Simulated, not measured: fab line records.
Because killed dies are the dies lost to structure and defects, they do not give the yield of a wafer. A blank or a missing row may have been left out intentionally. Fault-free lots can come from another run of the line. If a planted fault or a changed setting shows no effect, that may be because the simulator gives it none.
Which tool is to blame? ; flow nand-harc ; 13 lots with 39 wafers sampled at 5 steps, on a route of 1302 steps

== WHAT THE GAUGES READ, wafer by wafer ==
NHARC_A_CHANNEL_HOLE_D1_CD_MEAS_30.
lot;measured;on;cd-nm (nm)
L387;day 8 21:00;cd-sem-02;87.6 89.2 89.3
L389;day 9 21:25;cd-sem-02;90.3 91.0 89.9
L392;day 10 15:45;cd-sem-01;88.5 89.5 90.8
L393;day 11 19:18;cd-sem-03;90.1 90.6 90.9
L395;day 12 04:32;cd-sem-02;87.9 87.4 86.8
L396;day 12 08:19;cd-sem-01;91.0 90.1 90.1
L398;day 13 03:00;cd-sem-01;88.5 89.3 88.0
L399;day 14 01:43;cd-sem-01;88.7 89.6 91.3
L405;day 16 06:08;cd-sem-03;90.6 88.8 90.2
L407;day 17 05:08;cd-sem-03;91.1 89.3 88.9
L408;day 17 15:41;cd-sem-03;90.1 90.8 91.5
L409;day 18 01:56;cd-sem-02;90.3 89.8 90.5
L410;day 18 03:48;cd-sem-02;89.9 88.5 90.8

NHARC_END_SORT_01.
lot;measured;on;killed-at-array;killed-at-other;killed-at-periphery;killed-dies;killed-open;killed-short
L396;day 28 07:32;prober-01;670 660 671;0 3 1;7 14 5;677 677 677;6 3 2;4 4 2
L398;day 29 12:19;prober-02;666 667 671;4 5 0;7 5 6;677 677 677;7 2 3;2 3 0

== WHICH TOOL RAN EACH LOT (tool, then ch and the chambers of the sampled wafers, then the start) ==
lot;NHARC_A_CHANNEL_FILL_D1_ALD_16;NHARC_A_DECK1_JOINT_CVD_12;NHARC_A_DECK1_JOINT_ETCHBACK_00
L387;ald-hk-03 ch 0,3, day 9 08:45;lpcvd-poly-02 ch 0, day 11 03:50;rie-si-06 ch 2,3, day 11 07:06
L389;ald-hk-01 ch 1,2,3, day 10 12:22;lpcvd-poly-04 ch 0, day 12 10:38;rie-si-06 ch 0,1,3, day 12 13:55
L392;ald-hk-01 ch 1,2,3, day 11 04:55;lpcvd-poly-01 ch 0, day 13 02:08;rie-si-06 ch 0,1,3, day 13 05:24
L393;ald-hk-03 ch 0,1,2, day 12 10:02;lpcvd-poly-02 ch 0, day 14 09:11;rie-si-03 ch 1,3, day 14 12:25
L395;ald-hk-04 ch 0,1,2, day 12 17:40;lpcvd-poly-04 ch 0, day 14 13:52;rie-si-02 ch 0,1,2, day 14 17:02
L396;ald-hk-04 ch 1,2,3, day 12 21:22;lpcvd-poly-02, day 14 20:07;rie-si-03 ch 0,1,3, day 14 23:20
L398;ald-hk-03 ch 1,2,3, day 13 18:02;lpcvd-poly-04, day 15 13:16;rie-si-06 ch 1,2, day 15 16:31
L399;ald-hk-04 ch 0,1,2, day 14 14:22;lpcvd-poly-01 ch 0, day 16 09:19;rie-si-06 ch 2,3, day 16 12:32
L405;ald-hk-03 ch 0,1,2, day 16 18:59;lpcvd-poly-04 ch 0, day 18 20:08;rie-si-03 ch 0,1,2, day 18 23:31
L407;ald-hk-04 ch 0,1,3, day 17 19:58;lpcvd-poly-02 ch 0, day 19 18:33;rie-si-03 ch 0,1,2, day 19 21:46
L408;ald-hk-04 ch 1,3, day 18 04:14;lpcvd-poly-02 ch 0, day 19 23:29;rie-si-06 ch 2,3, day 20 02:44
L409;ald-hk-01 ch 0,1, day 18 14:39;lpcvd-poly-01 ch 0, day 20 11:10;rie-si-02 ch 0,1,2, day 20 14:28
L410;ald-hk-04 ch 0,1, day 18 14:39;lpcvd-poly-01 ch 0, day 20 11:10;rie-si-06 ch 1,3, day 20 14:27
- NHARC_A_CHANNEL_FILL_D1_ALD_16: deposits SiO2, target thk 1.5 nm, pulse time 10 s, ald cycles 15.
- NHARC_A_DECK1_JOINT_CVD_12: deposits poly-Si, target thk 90 nm, time 1800 s.
- NHARC_A_DECK1_JOINT_ETCHBACK_00: etches the open film in HBr, target depth 30 nm, time 17.4 s.

== AS READ BY THE TOOLS THEMSELVES (means over the sampled wafers that have a number; for cases with no such wafer, the mark the record gives instead) ==
NHARC_A_CHANNEL_FILL_D1_ALD_16.
lot;tool;heater-power-w (W);precursor-pulse-height-rel
L387;ald-hk-03;447;1.011
L389;ald-hk-01;469;1.013
L392;ald-hk-01;472;1.008
L393;ald-hk-03;466;0.990
L395;ald-hk-04;470;0.984
L396;ald-hk-04;464;0.989
L398;ald-hk-03;440;0.992
L399;ald-hk-04;469;1.004
L405;ald-hk-03;465;1.014
L407;ald-hk-04;507;0.995
L408;ald-hk-04;515;0.995
L409;ald-hk-01;481;1.006
L410;ald-hk-04;509;0.990

NHARC_A_DECK1_JOINT_CVD_12.
lot;tool;pressure-mtorr (mTorr);run-length-s (s);spike-tc-bottom-C (C)
L387;lpcvd-poly-02;200.0;1801.1;644.7
L389;lpcvd-poly-04;199.9;1801.8;642.0
L392;lpcvd-poly-01;199.6;1801.7;639.1
L393;lpcvd-poly-02;199.8;1801.1;644.9
L395;lpcvd-poly-04;200.3;1802.2;641.0
L396;lpcvd-poly-02;-;-;-
L398;lpcvd-poly-04;-;-;-
L399;lpcvd-poly-01;200.2;1802.1;638.2
L405;lpcvd-poly-04;200.2;1801.8;640.6
L407;lpcvd-poly-02;199.8;1801.2;643.6
L408;lpcvd-poly-02;200.5;1801.0;643.9
L409;lpcvd-poly-01;200.1;1801.9;638.9
L410;lpcvd-poly-01;199.9;1801.7;638.6

NHARC_A_DECK1_JOINT_ETCHBACK_00.
lot;tool;drypump-motor-current-A (A);oes-product-au (a.u.);throttle-valve-pct (%)
L387;rie-si-06;6.0;1.002;23.270
L389;rie-si-06;5.9;1.006;23.266
L392;rie-si-06;5.9;0.998;23.271
L393;rie-si-03;5.2;0.993;23.261
L395;rie-si-02;5.9;1.011;23.258
L396;rie-si-03;5.3;0.998;23.260
L398;rie-si-06;6.0;0.995;23.270
L399;rie-si-06;6.1;0.997;23.265
L405;rie-si-03;5.2;0.987;23.260
L407;rie-si-03;5.2;0.998;23.261
L408;rie-si-06;6.1;0.995;23.266
L409;rie-si-02;5.9;1.001;23.264
L410;rie-si-06;5.8;0.990;23.267

== THE ANSWER, worked out from the rows above alone ==
Rule: the usual values come from the lots themselves. The widest of any qualifying gaps counts: lots, ordered by their means at a reading, are off when they make up no more than a third of the lots, leave a main group of 4 or more, and stand apart from it by 3 or more times the standard deviation of that group's means. If all means in a main group match to the digits the tables above print for the reading, that group is not used. Also off: a lot with no number at a reading for which 4 or more lots have one. Any other lot the step has rows for is counted as sound. Order of review: gauges by route order, followed by the tools' own readings, for which a lot's mean as printed above is used. At the first step where some lot is off, the reading lying furthest off is the one used; lots without a number count as furthest.
Off: L396, L398 (NHARC_A_DECK1_JOINT_CVD_12, pressure-mtorr). Without a number there: L396, L398. The main group has a mean of 200.0 mTorr with a standard deviation of 0.25.
A tool fits if, at that step or a process step before it, it ran every lot that is off, and no sound lot after the first of them. Of those tried, none fits.

== WHAT THE SIMULATOR HAD INSERTED ==
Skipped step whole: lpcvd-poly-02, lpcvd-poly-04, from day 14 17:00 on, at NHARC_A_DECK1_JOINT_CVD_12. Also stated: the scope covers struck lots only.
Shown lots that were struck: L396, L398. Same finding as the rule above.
